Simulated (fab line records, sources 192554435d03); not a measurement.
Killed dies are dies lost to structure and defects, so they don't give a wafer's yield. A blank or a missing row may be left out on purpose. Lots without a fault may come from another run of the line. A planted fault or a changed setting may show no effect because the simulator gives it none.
Split-lot experiment | flow n5_finfet | 7 lots, 21 wafers read, on a route of 1938 steps

THE SPLIT
At N5_BEOL_M14_EXPOSE_25 (exposes mask M14, target cd 280 nm), the setting dose_mj was moved away from the recipe's 26.6 on 9 of the 21 wafers read, by -6.1% to +5.3%. The other wafers ran this setting at the recipe's value.

FROM THE SPLIT TO THE READING: what the file shows between them, 3 steps
- N5_BEOL_M14_PEB_26: peb time 90 s
- N5_BEOL_M14_DEVELOP_27: develop time 45 s
- N5_BEOL_M14_HARDBAKE_32: time 120 s

THE READING
cd_nm, in nm, at N5_BEOL_M14_CD_MEAS_28 (target cd 284.4 nm). Fault-free wafers of this fab line usually give 284.6 nm, standard deviation 1.2 nm.

wafer  | tool, chamber at the split | dose_mj as run | against the recipe | cd_nm, nm | against lot-mates on the recipe
L074.2 | krf_scanner-01, 0          | 28.02          | +5.3%              | 292.6     | +8.4
L074.3 | krf_scanner-01, 0          | 26.6           | recipe             | 284.2     | -
L074.6 | krf_scanner-01, 0          | 28.02          | +5.3%              | 294.0     | +9.8
L078.4 | krf_scanner-02, 0          | 26.6           | recipe             | 285.5     | -
L078.5 | krf_scanner-02, 0          | 26.6           | recipe             | 286.6     | -
L078.6 | krf_scanner-02, 0          | 26.6           | recipe             | 285.0     | -
L080.1 | krf_scanner-01, 0          | 26.6           | recipe             | 284.5     | -
L080.5 | krf_scanner-01, 0          | 27.78          | +4.4%              | 290.5     | +6.3
L080.6 | krf_scanner-01, 0          | 26.6           | recipe             | 283.9     | -
L081.3 | krf_scanner-01, 0          | 26.6           | recipe             | 284.8     | -
L081.4 | krf_scanner-01, 0          | 24.99          | -6.1%              | 275.6     | -9.2
L081.5 | krf_scanner-01, 0          | 24.99          | -6.1%              | 274.1     | -10.7
L089.2 | krf_scanner-01, 0          | 25.8           | -3.0%              | 278.7     | -5.5
L089.4 | krf_scanner-01, 0          | 26.6           | recipe             | 284.2     | -
L089.5 | krf_scanner-01, 0          | 25.8           | -3.0%              | 279.1     | -5.1
L092.1 | krf_scanner-02, 0          | 25.07          | -5.8%              | 275.7     | -8.6
L092.3 | krf_scanner-02, 0          | 26.6           | recipe             | 284.3     | -
L092.5 | krf_scanner-02, 0          | 26.6           | recipe             | 284.2     | -
L095.1 | krf_scanner-02, 0          | 26.6           | recipe             | 286.0     | -
L095.2 | krf_scanner-02, 0          | 25.33          | -4.8%              | 275.6     | -8.4
L095.3 | krf_scanner-02, 0          | 26.6           | recipe             | 282.1     | -

THE FIT
A straight line over all 21 wafers: cd_nm changes by +1.62 nm for each +1% of dose_mj; r = +0.98; the points scatter about the line by 1 nm.
The same after taking each lot's own level away (the mean of its wafers on the recipe; 21 wafers): +1.64 nm for each +1%; r = +0.99; scatter 0.86 nm.
On that fit, the largest move of dose_mj shifts the reading by 9.9 nm.
The lots' own levels span 284.05 to 285.70 nm, that is 1.4 times the standard deviation above.
So the lot-to-lot level changes the slope little: the two slopes agree.
Check: with one of the wafers moved furthest among these (-6.1%) left out of the fit, the line predicts -10.1 nm for it against its lot-mates. It came out at -9.2 nm against them.

OTHER SPLITS ON THESE WAFERS
These wafers also went through other splits before the reading. Each is held against what the fit with the lots' levels taken away leaves over:
other split on the same wafers    | wafers away from the commonest value | r with cd_nm (lot level and that fit taken away)
N5_BEOL_M11_EXPOSE_25 dose_mj     | 8                                    | +0.38
N5_BEOL_M12_CMP_49 down_force_psi | 6                                    | -0.09
N5_BEOL_M13_COAT_65 spin_rpm      | 7                                    | -0.15

THE WHOLE CHAIN: every reading that the file lists as answering this split, in the file's order
step                   | what it does                    | reading                                                         | change (the file's fit)              | r (the file's)
N5_BEOL_M14_CD_MEAS_28 | target cd 284.4 nm              | cd_nm                                                           | +1.61 nm for each +1% of the setting | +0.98
N5_BEOL_M14_DESCUM_33  | chemistry O2, time 7.9 s        | BEOL_M14.cd_nm (the simulator's own value, which no gauge read) | +1.64 nm for each +1% of the setting | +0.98
N5_BEOL_M14_ETCH_68    | etches SOC in N2/H2, time 450 s | BEOL_M14.cd_nm (the simulator's own value, which no gauge read) | +1.7 nm for each +1% of the setting  | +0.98

THE FILE'S OWN FIT
cd_nm changes by +1.61 nm for each +1% of dose_mj, r = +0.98.
